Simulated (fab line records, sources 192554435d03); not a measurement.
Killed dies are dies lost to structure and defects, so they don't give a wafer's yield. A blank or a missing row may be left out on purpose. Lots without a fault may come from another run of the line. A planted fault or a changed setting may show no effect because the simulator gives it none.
Chamber matching | flow n5_finfet | N5_HKMG_FIN_ETCH_86 on rie_diel-06: 4 sister chambers
The step etches SOC in N2/H2, stops on TiN, target depth 393.2 nm. 4 wafers are shown with their chamber, then 8 later ones without.

WAFERS WITH THEIR CHAMBER
wafer  | chamber | drypump_motor_current_A (A)
L083.6 | 1       | 4.8
L084.3 | 2       | 6.6
L084.5 | 3       | 5.5
L090.1 | 0       | 5.6

WAFERS WITHOUT THEIR CHAMBER
wafer  | drypump_motor_current_A (A)
L090.3 | 5.5
L090.5 | 4.9
L093.2 | 5.5
L093.3 | 4.9
L093.5 | 4.9
L096.1 | 4.9
L096.2 | 5.5
L096.5 | 5.6

WHICH CHAMBER EACH WENT THROUGH
wafer  | from the rows above     | in truth
L090.3 | can't be placed: 3 or 0 | 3
L090.5 | 1                       | 1
L093.2 | can't be placed: 3 or 0 | 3
L093.3 | 1                       | 1
L093.5 | 1                       | 1
L096.1 | 1                       | 1
L096.2 | can't be placed: 3 or 0 | 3
L096.5 | can't be placed: 0 or 3 | 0
Placed correctly: 4 of 8. Can't be placed from these rows: 4 (the true chamber is among the candidates in 4). Placed wrongly: 0.
How it was worked out, from the rows above alone: a wafer's distance from a chamber is the root of the sum, over the readings, of the square of ((its reading less the chamber's mean) divided by the reading's scatter). The wafer belongs to the nearest chamber; if the next one is less than 2 further off, it can't be placed. A chamber's mean is the mean of its shown wafers. The scatter: with one shown wafer a chamber, the root of the mean of the squares of how far each hidden wafer lies from its nearest shown one.
